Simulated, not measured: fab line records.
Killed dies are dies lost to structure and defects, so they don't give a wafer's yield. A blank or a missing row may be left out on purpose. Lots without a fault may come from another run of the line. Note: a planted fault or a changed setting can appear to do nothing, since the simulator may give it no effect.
Chamber matching :: flow nand-harc :: NHARC_P_STI_DESCUM_14 on rie-diel-01 has 4 sister chambers
The step chemistry O2, time 3 s. 14 wafers are shown with their chamber, then 7 later ones without.

## EACH WAFER AND ITS CHAMBER
wafer: L846.2
chamber: 1
drypump-motor-current-A (A): 5.7
oes-product-au (a.u.): 0.995
rf-vpp-V (V): 57.9

wafer: L846.4
chamber: 2
drypump-motor-current-A (A): 6.3
oes-product-au (a.u.): 1.000
rf-vpp-V (V): 58.7

wafer: L846.5
chamber: 3
drypump-motor-current-A (A): 5.8
oes-product-au (a.u.): 1.006
rf-vpp-V (V): 56.8

wafer: L850.1
chamber: 2
drypump-motor-current-A (A): 6.3
oes-product-au (a.u.): 0.996
rf-vpp-V (V): 57.7

wafer: L850.5
chamber: 3
drypump-motor-current-A (A): 5.8
oes-product-au (a.u.): 0.998
rf-vpp-V (V): 58.1

wafer: L850.6
chamber: 2
drypump-motor-current-A (A): 6.3
oes-product-au (a.u.): 0.997
rf-vpp-V (V): 58.6

wafer: L852.2
chamber: 1
drypump-motor-current-A (A): 5.7
oes-product-au (a.u.): 0.990
rf-vpp-V (V): 57.3

wafer: L852.3
chamber: 0
drypump-motor-current-A (A): 6.3
oes-product-au (a.u.): 1.006
rf-vpp-V (V): 57.4

wafer: L852.5
chamber: 3
drypump-motor-current-A (A): 5.8
oes-product-au (a.u.): 1.003
rf-vpp-V (V): 57.4

wafer: L854.1
chamber: 0
drypump-motor-current-A (A): 6.3
oes-product-au (a.u.): 1.002
rf-vpp-V (V): 56.3

wafer: L854.3
chamber: 1
drypump-motor-current-A (A): 5.6
oes-product-au (a.u.): 1.000
rf-vpp-V (V): 57.4

wafer: L854.4
chamber: 3
drypump-motor-current-A (A): 5.8
oes-product-au (a.u.): 0.988
rf-vpp-V (V): 58.0

wafer: L859.1
chamber: 0
drypump-motor-current-A (A): 6.3
oes-product-au (a.u.): 1.013
rf-vpp-V (V): 57.6

wafer: L859.2
chamber: 3
drypump-motor-current-A (A): 5.8
oes-product-au (a.u.): 0.998
rf-vpp-V (V): 59.1

SIGNATURES (averages over the wafers above)
reading: drypump-motor-current-A
chamber 0: 6.300
chamber 1: 5.667
chamber 2: 6.300
chamber 3: 5.800
scatter within a chamber: 0.0258

reading: oes-product-au
chamber 0: 1.00700
chamber 1: 0.99500
chamber 2: 0.99767
chamber 3: 0.99860
scatter within a chamber: 0.00555

reading: rf-vpp-V
chamber 0: 57.100
chamber 1: 57.533
chamber 2: 58.333
chamber 3: 57.880
scatter within a chamber: 0.689
Rule: a wafer lies at a distance from a chamber equal to the root of the sum of squares, over the readings, of (its reading less the chamber's mean, divided by the reading's scatter). If the next closest chamber is less than 2 further off than the closest, the wafer can't be placed; otherwise it belongs to the closest. The scatter is the square root of a quotient: the sum, over the shown wafers, of each reading's squared deviation from its chamber's mean, divided by wafers minus chambers.

## WAFERS MISSING THEIR CHAMBER
wafer: L859.6
drypump-motor-current-A (A): 6.3
oes-product-au (a.u.): 1.001
rf-vpp-V (V): 57.6

wafer: L865.1
drypump-motor-current-A (A): 6.3
oes-product-au (a.u.): 0.999
rf-vpp-V (V): 59.1

wafer: L865.3
drypump-motor-current-A (A): 5.8
oes-product-au (a.u.): 0.997
rf-vpp-V (V): 58.3

wafer: L865.6
drypump-motor-current-A (A): 6.3
oes-product-au (a.u.): 1.000
rf-vpp-V (V): 56.5

wafer: L866.3
drypump-motor-current-A (A): 6.3
oes-product-au (a.u.): 1.006
rf-vpp-V (V): 58.8

wafer: L866.4
drypump-motor-current-A (A): 5.7
oes-product-au (a.u.): 0.998
rf-vpp-V (V): 58.3

wafer: L866.6
drypump-motor-current-A (A): 6.3
oes-product-au (a.u.): 1.009
rf-vpp-V (V): 58.7

## CHAMBER TAKEN BY EACH
wafer: L859.6
from the rows above: can't be placed: 2 or 0
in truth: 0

wafer: L865.1
from the rows above: 2
in truth: 2

wafer: L865.3
from the rows above: 3
in truth: 3

wafer: L865.6
from the rows above: can't be placed: 0 or 2
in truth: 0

wafer: L866.3
from the rows above: can't be placed: 2 or 0
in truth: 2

wafer: L866.4
from the rows above: 1
in truth: 1

wafer: L866.6
from the rows above: can't be placed: 2 or 0
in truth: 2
Correct placement for 3 of the 7. These rows do not allow placing 4 (true chamber among the candidates in 4). 0 placed wrongly.
